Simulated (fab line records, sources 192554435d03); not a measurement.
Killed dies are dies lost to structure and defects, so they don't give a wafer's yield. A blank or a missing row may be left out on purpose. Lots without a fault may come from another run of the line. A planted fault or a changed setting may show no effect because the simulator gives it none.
A struck lot beside a sound one | flow n5_finfet | 41 steps out of a route of 1938
Sound: wafers L962.2, L962.3, L962.6. Struck: wafers L969.2, L969.3, L969.5. The cause comes at the end.
At each step with rows: each side's tool, then ch and its chambers, then its first start. Under that, the readings that differ: sound wafers | struck wafers | difference of the means | sigmas: that difference in standard deviations of wafers without a fault.
alike: readings whose means differ by less than 2 such deviations, and words and numbers that are the same on both sides. not compared: withheld readings, readings that some wafer has no value for, bounds like >300 that may hide the same value, and numbers for which the record gives no deviation and whose values overlap.
The two part at a step that has a row with sigmas, a row that says differs or no value, or rows on one side only. Numbers that don't overlap but have no deviation are shown without sigmas and don't part them. A reading that every wafer of one side lacks parts them only if that side has two wafers or more.

first, 9 steps without rows for these wafers: N5_BEOL_M4_ANNEAL_95 (time 240 s); N5_BEOL_M4_SPUTTER_96 (material Cu, target thk 4.5 nm, time 8.29 s); N5_BEOL_M4_ECD_50 (material Cu, target thk 300 nm); N5_BEOL_M4_ANNEAL_51 (time 90 s); N5_BEOL_M4_CMP_52 (polishes, stops on SiOC, t overpolish 6.8 s, target thk 40 nm); N5_BEOL_M4_PRE_CLEAN_60 (time 15 s); N5_BEOL_M4_CO_CAP_55 (material Co, precursor CCTBA/H2, target thk 2 nm, time 102.1 s); N5_BEOL_M4_PRE_CLEAN_56 (time 15 s); N5_BEOL_M4_DEP_57 (deposits SiCN from 3MS/NH3, target thk 8 nm, time 14 s).
N5_BEOL_M4_RC_MEAS_101:
  sound on prober-01 ch 0, day 10 11:33; struck on prober-01 ch 0, day 11 14:52
  reading        | sound          | struck         | difference | sigmas
  IOFF_P (nA/um) | 0.22 0.20 0.25 | 0.28 0.41 0.29 | +0.10      | +2
  VT_P (mV)      | -250 -252 -247 | -244 -240 -242 | +8         | +2
  alike: DIBL_N, DIBL_P, IOFF_N, ION_N, ION_P, SS_N, SS_P, VT_N
then, 24 steps without rows for these wafers: N5_BEOL_M5_ILD_DEP_00 (deposits SiCOH lowk from DEMS/porogen, target thk 140.64 nm, time 25.9 s); N5_BEOL_M5_CURE_79 (cures SiCOH lowk, time 240 s); N5_BEOL_M5_PECVD_70 (deposits SiO2 from TEOS/O2, target thk 16 nm, time 18 s); N5_BEOL_M5_HM_DEP_02 (deposits TiN, target thk 20 nm); N5_BEOL_M5_COAT_59 (time 60 s, resist thk 60 nm); N5_BEOL_M5_COAT_60 (time 60 s, resist thk 12 nm); N5_BEOL_M5_COAT_71 (time 60 s, resist thk 5 nm); N5_BEOL_M5_COAT_05 (resist thk 30 nm); N5_BEOL_M5_EBR_07; N5_BEOL_M5_SOFTBAKE_06 (time 60 s); N5_BEOL_M5_EXPOSE_08 (exposes mask M5, target cd 28 nm); N5_BEOL_M5_PEB_09 (peb time 60 s); N5_BEOL_M5_DEVELOP_10 (develop time 30 s); N5_BEOL_M5_DESCUM_16 (chemistry O2, time 7 s); N5_BEOL_M5_ETCH_72 (etches underlayer in N2/H2, target depth 6.5 nm, time 5.2 s); N5_BEOL_M5_ETCH_61 (etches SiARC in CF4, target depth 15.6 nm, time 26 s); N5_BEOL_M5_ETCH_62 (etches SOC in N2/H2, target depth 75 nm, overetch 15 nm, time 112.5 s); N5_BEOL_M5_STRIP_63 (strips in N2/H2); N5_BEOL_M5_STRIP_73 (strips in N2/H2); N5_BEOL_M5_STRIP_64 (strips in CF4); N5_BEOL_M5_HM_OPEN_17 (chemistry Cl2/BCl3, target TiN, target depth 20 nm, overetch 6 nm); N5_BEOL_M5_STRIP_19 (strips in O2); N5_BEOL_M5_COAT_65 (time 60 s, resist thk 60 nm); N5_BEOL_M5_COAT_66 (time 60 s, resist thk 12 nm).
-- the record jumps here: 2 days lie between the struck wafers' starts before and after (it left off in module BEOL_M5 and takes up again in module BEOL_M10, whose first step shown is number 1512 of the route) --
N5_BEOL_M10_TRENCH_ETCH_37: etches SiCOH lowk in C4F6/O2, target depth 148.83 nm, time 48 s.
  sound on rie_diel-02 ch 0,2, day 13 02:27; struck on rie_diel-06 ch 0,1, day 13 19:55
  reading                                     | sound           | struck            | difference | sigmas
  run_length_s (s)                            | 71.1 71.5 71.3  | 59.9 59.6 60.1    | -11.4      | -29
  time_s (s)                                  | 48 48 48        | 33.6 33.6 33.6    | -14.4      |
  model.etch.depth_nm (nm)                    | 151.5 151.1 151 | 103.9 102.5 103.5 | -47.9      |
  model.BEOL_M10.feature_depth_nm (nm)        | 151.6 151.2 151 | 103.8 102.6 103.4 | -48.0      |
  model.TiN_of_BEOL_M10_HM_DEP_02.thk_nm (nm) | 16 15.8 16      | 16.8 16.8 17      | +0.9       |
  alike: drypump_motor_current_A, oes_product_au, rf_vpp_V, showerhead_plenum_p_Torr, throttle_valve_pct
  not compared: rf_hours_counter_h
N5_BEOL_M10_OCD_MEAS_38:
  sound on ocd-01, day 13 02:38; struck on ocd-01, day 13 20:05
  reading              | sound             | struck            | difference | sigmas
  trench_depth_nm (nm) | 151.1 151.2 150.7 | 103.8 102.8 103.3 | -47.7      | -16
N5_BEOL_M10_CMP_52: polishes, stops on SiCOH lowk, t overpolish 7 s, target thk 140 nm.
  sound on cmp-01 ch 0,2, day 13 04:51; struck on cmp-02 ch 1,2,3, day 14 00:35
  reading                                 | sound             | struck       | difference | sigmas
  model.Cu_of_BEOL_M10_ECD_50.thk_nm (nm) | 139.8 141.6 141.2 | 96.6 94 94.8 | -45.7      |
  alike: motor_current_A
N5_BEOL_M10_THK_MEAS_53: measures by xrf.
  sound on film_metro-01, day 13 05:08; struck on film_metro-02, day 14 00:48
  reading      | sound       | struck   | difference | sigmas
  M10_THK (nm) | 140 141 141 | 95 92 93 | -47        | -14
N5_BEOL_M10_RS_MEAS_57: measures by four-point-probe.
  sound on film_metro-01, day 13 05:17; struck on film_metro-01, day 14 00:56
  reading         | sound             | struck            | difference | sigmas
  M10_RS (ohm/sq) | 0.151 0.149 0.149 | 0.229 0.236 0.234 | +0.083     | +23
N5_BEOL_M15_RC_MEAS_101:
  sound on prober-02 ch 0, day 15 06:16; struck on prober-02 ch 0, day 15 22:28
  reading                    | sound          | struck         | difference | sigmas
  SERP_M10 (ohm/um)          | 3.07 3.04 3.07 | 4.55 4.97 4.67 | +1.67      | +18
  SERP_M10_max_site (ohm/um) | 3.16 3.08 3.16 | 4.72 5.02 4.84 | +1.73      | +17
  alike: COMB_M11, COMB_M11_max_site, COMB_M12, COMB_M13, COMB_M14, COMB_M15, COMB_M5, COMB_M6, COMB_M7, COMB_M8, COMB_M9, SERP_M11, SERP_M12, SERP_M13, SERP_M14, SERP_M5, SERP_M5_max_site, SERP_M6, SERP_M7, SERP_M7_max_site, SERP_M8, SERP_M9
N5_PASSIVATION_PROBE_49:
  sound on prober-01, day 15 20:45; struck on prober-01, day 16 12:49
  reading              | sound | struck         | difference | sigmas
  killed_at_other      | 7 6 8 | 4 0 2          | -5         | -2
  sort_bin_8_speed (%) | 0 0 0 | 0.25 0.51 0.08 | +0.28      | +13
  alike: defect_limited_yield, killed_at_M0_to_M3, killed_at_M4_up, killed_at_contacts, killed_at_front_end, killed_dies, killed_open, killed_short, sort_bin_5_function, sort_bin_6_memory, sort_n_pass

WHERE THEY PART
First at N5_BEOL_M4_RC_MEAS_101; last, within this record, at N5_PASSIVATION_PROBE_49.

WHY: what the simulator had put in
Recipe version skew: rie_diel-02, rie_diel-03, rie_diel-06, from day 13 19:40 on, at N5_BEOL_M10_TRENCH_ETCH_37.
